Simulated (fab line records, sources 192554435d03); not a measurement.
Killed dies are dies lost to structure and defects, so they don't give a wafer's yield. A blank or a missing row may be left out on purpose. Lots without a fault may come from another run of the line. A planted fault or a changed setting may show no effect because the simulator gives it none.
A struck lot beside a sound one | flow n5_finfet | 41 steps out of a route of 1938
Sound: wafers L671.3, L671.4, L671.5. Struck: wafer L677.2. (L677.1, L677.4 of the same lot were not struck and are left out.) The cause comes at the end.
At each step with rows: each side's tool, then ch and its chambers, then its first start. Under that, the readings that differ: sound wafers | struck wafers | difference of the means | sigmas: that difference in standard deviations of wafers without a fault.
alike: readings whose means differ by less than 2 such deviations, and words and numbers that are the same on both sides. not compared: withheld readings, readings that some wafer has no value for, bounds like >300 that may hide the same value, and numbers for which the record gives no deviation and whose values overlap.
The two part at a step that has a row with sigmas, a row that says differs or no value, or rows on one side only. Numbers that don't overlap but have no deviation are shown without sigmas and don't part them. A reading that every wafer of one side lacks parts them only if that side has two wafers or more.

N5_BEOL_M2_CD_MEAS_35: target cd 18 nm, target cd y 22.2 nm.
  sound on cd_sem-03, day 6 19:26; struck on cd_sem-02, day 8 13:50
  alike: cd_nm
N5_BEOL_M2_DEGAS_44: time 60 s.
  sound on pvd_sputter-01, day 6 19:47; struck on pvd_sputter-03, day 8 14:08
  alike: heater_power_w
N5_BEOL_M2_PRE_CLEAN_45: time 30 s.
  sound on pvd_sputter-01, day 6 19:49; struck on pvd_sputter-03, day 8 14:11
  alike: heater_power_w
then, 9 steps without rows for these wafers: N5_BEOL_M2_ALD_84 (deposits TaN, pulse time 2 s, purge time 3 s, co reactant purge time 2 s); N5_BEOL_M2_SURFACE_TREAT_85; N5_BEOL_M2_CVD_47 (deposits Co from CCTBA/H2, target thk 3 nm, time 223.8 s); N5_BEOL_M2_SPUTTER_48 (material Cu, target thk 4.5 nm, time 8.29 s); N5_BEOL_M2_ANNEAL_49 (time 240 s); N5_BEOL_M2_SPUTTER_79 (material Cu, target thk 4.5 nm, time 8.29 s); N5_BEOL_M2_ANNEAL_80 (time 240 s); N5_BEOL_M2_SPUTTER_81 (material Cu, target thk 4.5 nm, time 8.29 s); N5_BEOL_M2_ANNEAL_82 (time 240 s).
N5_BEOL_M2_SPUTTER_86: material Cu, target thk 4.5 nm, time 8.29 s.
  sound on pvd_sputter-02, day 6 21:26; struck on pvd_sputter-02, day 8 15:43
  alike: substrate_temp_c, throttle_valve_pct
then, 7 steps without rows for these wafers: N5_BEOL_M2_ANNEAL_87 (time 240 s); N5_BEOL_M2_SPUTTER_88 (material Cu, target thk 4.5 nm, time 8.29 s); N5_BEOL_M2_ANNEAL_89 (time 240 s); N5_BEOL_M2_SPUTTER_90 (material Cu, target thk 4.5 nm, time 8.29 s); N5_BEOL_M2_ANNEAL_91 (time 240 s); N5_BEOL_M2_SPUTTER_92 (material Cu, target thk 4.5 nm, time 8.29 s); N5_BEOL_M2_ANNEAL_93 (time 240 s).
N5_BEOL_M2_SPUTTER_94: material Cu, target thk 4.5 nm, time 8.29 s.
  sound on pvd_sputter-02, day 6 22:19; struck on pvd_sputter-02, day 8 16:36
  reading              | sound                | struck | difference | sigmas
  substrate_temp_c (C) | -20.12 -20.24 -20.09 | -19.94 | +0.21      | +2
  alike: throttle_valve_pct
then, 3 steps without rows for these wafers: N5_BEOL_M2_ANNEAL_95 (time 240 s); N5_BEOL_M2_SPUTTER_96 (material Cu, target thk 4.5 nm, time 8.29 s); N5_BEOL_M2_ECD_50 (material Cu, target thk 300 nm).
N5_BEOL_M2_ANNEAL_51: time 90 s.
  sound on rtp_anneal-01 ch 0, day 6 22:49; struck on rtp_anneal-01 ch 0, day 8 17:02
  alike: wafer_temp_C_max
then, 1 step without rows for these wafers: N5_BEOL_M2_CMP_52 (polishes, stops on SiOC, t overpolish 6.8 s, target thk 40 nm).
N5_BEOL_M2_PRE_CLEAN_60: time 15 s.
  sound on cvd_co-01 ch 0,1,2, day 6 23:21; struck on cvd_co-02 ch 0, day 8 17:43
  alike: heater_power_w
  not compared: since_wet_clean_h
then, 3 steps without rows for these wafers: N5_BEOL_M2_CO_CAP_55 (material Co, precursor CCTBA/H2, target thk 2 nm, time 102.1 s); N5_BEOL_M2_PRE_CLEAN_56 (time 15 s); N5_BEOL_M2_DEP_57 (deposits SiCN from 3MS/NH3, target thk 8 nm, time 14 s).
N5_BEOL_M2_RS_MEAS_58: measures by four-point-probe.
  sound on film_metro-02, day 6 23:35; struck on film_metro-02, day 8 17:56
  alike: M2_RS
then, 1 step without rows for these wafers: N5_BEOL_M3_ILD_DEP_00 (deposits SiOC from DEMS/O2, target thk 79 nm, time 15.3 s).
N5_BEOL_M3_THK_MEAS_01:
  sound on film_metro-01, day 6 23:43; struck on film_metro-01, day 8 18:04
  alike: M3_ILD_THK
then, 7 steps without rows for these wafers: N5_BEOL_M3_PECVD_72 (deposits SiO2 from TEOS/O2, target thk 16 nm, time 18 s); N5_BEOL_M3_HM_DEP_02 (deposits TiN, target thk 20 nm); N5_BEOL_M3_COAT_61 (time 60 s, resist thk 60 nm); N5_BEOL_M3_COAT_62 (time 60 s, resist thk 12 nm); N5_BEOL_M3_COAT_73 (time 60 s, resist thk 5 nm); N5_BEOL_M3_COAT_05 (resist thk 30 nm); N5_BEOL_M3_EBR_07.
-- the record jumps here: 5 days lie between the struck wafers' starts before and after (it left off in module BEOL_M3 and takes up again in module PASSIVATION, whose first step shown is number 1936 of the route) --
N5_PASSIVATION_PROBE_49:
  the record has rows for the struck wafers here (prober-01, day 14 04:41) and none for the sound ones

WHERE THEY PART
First at N5_BEOL_M2_SPUTTER_94; last, within this record, at N5_PASSIVATION_PROBE_49.

WHY: what the simulator had put in
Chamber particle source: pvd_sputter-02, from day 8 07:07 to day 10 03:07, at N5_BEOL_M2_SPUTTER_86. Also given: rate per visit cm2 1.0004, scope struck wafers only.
